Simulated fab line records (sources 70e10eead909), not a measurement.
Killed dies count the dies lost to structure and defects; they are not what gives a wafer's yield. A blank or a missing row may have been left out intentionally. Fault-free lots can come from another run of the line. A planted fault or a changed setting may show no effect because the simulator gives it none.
A struck lot beside a sound one || flow nand harc || 18 out of 1159 route steps
Sound: wafers L998.2, L998.3, L998.4. Struck: wafer L101.3 (left out: L101.2, L101.5 of the same lot, which were not struck); the cause appears at the end.
Each step with rows lists, per side, the tool, then ch with its chambers, then its first start. Under that, the readings that differ: sound wafers || struck wafers || difference of the means || sigmas: that difference in standard deviations of wafers without a fault.
alike: a reading whose means differ by less than 2 such deviations, as well as words and numbers matching on both sides. not compared: withheld readings; readings where some wafer has no value; bounds like >300 that might hide an equal value; numbers whose values overlap and for which the record gives no deviation.
The two part at a step that has a row with sigmas, a row that says differs or no value, or rows on one side only. When numbers do not overlap yet have no deviation, they are printed without sigmas and do not part them. A reading that every wafer of one side lacks parts them only if that side has two wafers or more.

NHARC_P_M2_ETCH_35: etches the open film in N2/H2, target depth 40 nm, overetch 12 nm, time 43.94 s.
  sound on rie diel-03 ch 0,1,2, day 5 18:32; struck on rie diel-04 ch 3, day 6 20:09
{"reading": "drypump motor current A (A)", "sound": "5.69 5.93 5.40", "struck": 4.94, "difference": -0.73, "sigmas": -3}
{"reading": "rf hours counter h (h)", "sound": "2 2 2", "struck": 4, "difference": "+2", "sigmas": ""}
  alike: oes product au, rf fwd power W, rf vpp V, showerhead plenum p Torr, throttle valve pct
then, 1 step without rows for these wafers: NHARC_P_M2_ETCH_15 (etches the open film in C4F8/Ar, target depth 182.5 nm, time 91.2 s).
NHARC_P_M2_CD_MEAS_16:
  sound on cd sem-03 at day 5 18:46; struck on cd sem-01 at day 6 20:24
{"reading": "cd nm (nm)", "sound": "169.1 169.2 168.6", "struck": 170.6, "difference": "+1.6", "sigmas": "+3"}
then, 3 steps without rows for these wafers: NHARC_P_M2_STRIP_18 (strips in N2/H2); NHARC_P_M2_ETCH_28 (etches the open film in CF4/N2, target depth 30 nm, time 72.99 s); NHARC_P_M2_STRIP_19 (strips in post etch residue remover, time 600 s).
NHARC_P_M2_DEGAS_29: time 60 s.
  sound on pvd sputter-02 at day 5 19:29; struck on pvd sputter-01 at day 6 21:07
  alike: heater power w
NHARC_P_M2_PRE_CLEAN_30: time 30 s.
  sound on pvd sputter-02; struck on pvd sputter-01
  alike: heater power w
NHARC_P_M2_PVD_20: deposits TaN, target thk 5 nm, time 8.06 s.
  sound on pvd sputter-02; struck on pvd sputter-01
  alike: throttle valve pct
then, 2 steps without rows for these wafers: NHARC_P_M2_PVD_21 (deposits Cu, target thk 30 nm, time 20.49 s); NHARC_P_M2_ECD_22 (material Cu, target thk 400 nm).
NHARC_P_M2_ANNEAL_31: time 90 s.
  sound on rtp anneal-02 ch 0, day 5 20:22; struck on rtp anneal-01 ch 0, day 6 21:53
  alike: wafer_temp_C_max
NHARC_P_M2_CMP_23: polishes, t overpolish 20 s, target thk 144.3 nm.
  sound on cmp-01 ch 0,1,2, day 5 20:40; struck on cmp-04 ch 2, day 6 22:14
  alike: motor current A, time to endpoint s
NHARC_P_M2_THK_MEAS_24: measures by xrf.
  sound on film metro-02 at day 5 20:59; struck on film metro-01 at day 6 22:31
  alike: thk nm
then, 1 step without rows for these wafers: NHARC_P_M2_SRD_25.
NHARC_P_M2_INSPECT_27:
  sound on defect inspect-02 at day 5 21:08; struck on defect inspect-01 at day 6 22:41
{"reading": "raw defect count", "sound": "250 222 177", "struck": 613, "difference": "+397", "sigmas": "+4"}
then, 1 step without rows for these wafers: NHARC_P_M2_PRE_CLEAN_32 (time 12 s).
-- break in the record here, with 15 days between the starts of the struck wafers on either side (left off in module P_M2, picked up again in module END, where the first step shown is number 1159 on the route) --
NHARC_END_SORT_01:
  the record has rows for the struck wafers here (prober-02 ch 0, day 21 13:40) and none for the sound ones

== WHERE THEY PART ==
At NHARC_P_M2_ETCH_35 first; at NHARC_END_SORT_01 last (within this record only).

WHY: the cause the simulator had injected
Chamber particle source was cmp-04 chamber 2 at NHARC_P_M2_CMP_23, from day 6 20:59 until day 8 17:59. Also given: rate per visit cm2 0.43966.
